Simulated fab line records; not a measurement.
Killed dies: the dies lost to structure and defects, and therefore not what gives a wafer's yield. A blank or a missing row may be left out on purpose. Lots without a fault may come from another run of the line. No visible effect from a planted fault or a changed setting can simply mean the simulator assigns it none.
Problem report in the 8D (eight disciplines) form, filled by code | flow nand harc | the parts of the form that need people (team, actions taken, sign-off) are left out

== 1. WHAT WENT WRONG ==
Wafers without a fault read 129.8 nm, standard deviation 0.94; cd nm at NHARC_P_M1_CD_MEAS_09 reads a mean of 118.6 nm on 2 wafers belonging to 2 lots. That is -12 standard deviations from the usual mean.
The step: target cd 130 nm.
Earliest sighting: wafer L279.1 on cd sem-01 at day 9 16:34. The record has a number at this step for 36 wafers belonging to 12 lots. Rule for "out", or "out of limits": more than 4 standard deviations from the usual mean. The other wafers with a number count as sound.

== 2. WHAT THIS IS AND IS NOT ==
question                    | is                   | is not
which readings at this step | cd nm                | -
which lots                  | L279, L280           | L271, L272, L275, L276, L278, L287, L289, L290, L291, L293
which wafers of those lots  | L279.1, L280.6       | L279.3, L279.5, L280.2, L280.5
read on which gauges        | cd sem-01, cd sem-02 | cd sem-03
when                        | from day 9 16:34     | up to then (17 sound wafers); but 17 sound wafers of L280, L287, L289, L290, L291, L293 came after

== 3. SUSPECTS, AND WHAT RULES EACH OUT ==
Counting: a tool at a process step up to the reading stays a suspect if it ran every lot that is out. Sound lots after the first of them don't rule it out here, since some wafers of a struck lot are sound.
- ruled out: the gauge at NHARC_P_M1_CD_MEAS_09. Those wafers that are out were read across 2 gauges (cd sem-01, cd sem-02).
- litho track-06 at NHARC_P_M1_PEB_07 (peb time 65 s): kept. Every lot that is out went through it, the first being L279 (day 9 16:29); the last sound lot it ran before that was L278 (day 9 05:10). Its own heater power total W readings are out on those wafers.
The count leaves litho track-06 at NHARC_P_M1_PEB_07.

== 4. THE CAUSE (what the simulator had put in) ==
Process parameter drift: litho track-06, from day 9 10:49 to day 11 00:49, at NHARC_P_M1_PEB_07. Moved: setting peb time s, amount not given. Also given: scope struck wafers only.
Only this tool survived the counting.

== 5. SEQUENCE OF EFFECTS, ordered by route ==
Each row: a reading where the mean over the struck wafers with a number is more than 3 standard deviations away from the usual. Readings are gone through only where the record gives a usual standard deviation; hours: the median, over the lots, of the time from a lot's start at the first step in this table giving one to that lot's start at this step; sigmas: the change measured in usual standard deviations.
hours | step                  | reading              | usual    | on struck wafers | change | sigmas
0     | NHARC_P_M1_PEB_07     | heater power total W | 156.6 W  | 186.2            | +29.6  | +69
0     | NHARC_P_M1_CD_MEAS_09 | cd nm                | 129.8 nm | 118.6            | -11.2  | -12
Its process steps:
- NHARC_P_M1_PEB_07: peb time 65 s.
At these later measuring or inspecting steps, every struck wafer for which the step has a row has a number for every such reading, and none has moved that far: NHARC_P_M1_OVL_MEAS_10, NHARC_END_SORT_01.

== 6. WHAT WOULD HAVE CAUGHT IT SOONER ==
The first out-of-limits reading at a measuring or inspecting step in this record came at day 9 16:34, 6 hours after the fault's start at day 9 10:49.
The tool's own readings at NHARC_P_M1_PEB_07 were out on every struck wafer that the step has a row for (heater power total W): an alarm limit on them would have fired on the first of those.
L280, from the lots that are out (2), started NHARC_P_M1_PEB_07 on litho track-06 later than day 9 16:34. It would have been spared by a hold on the tool at that moment.
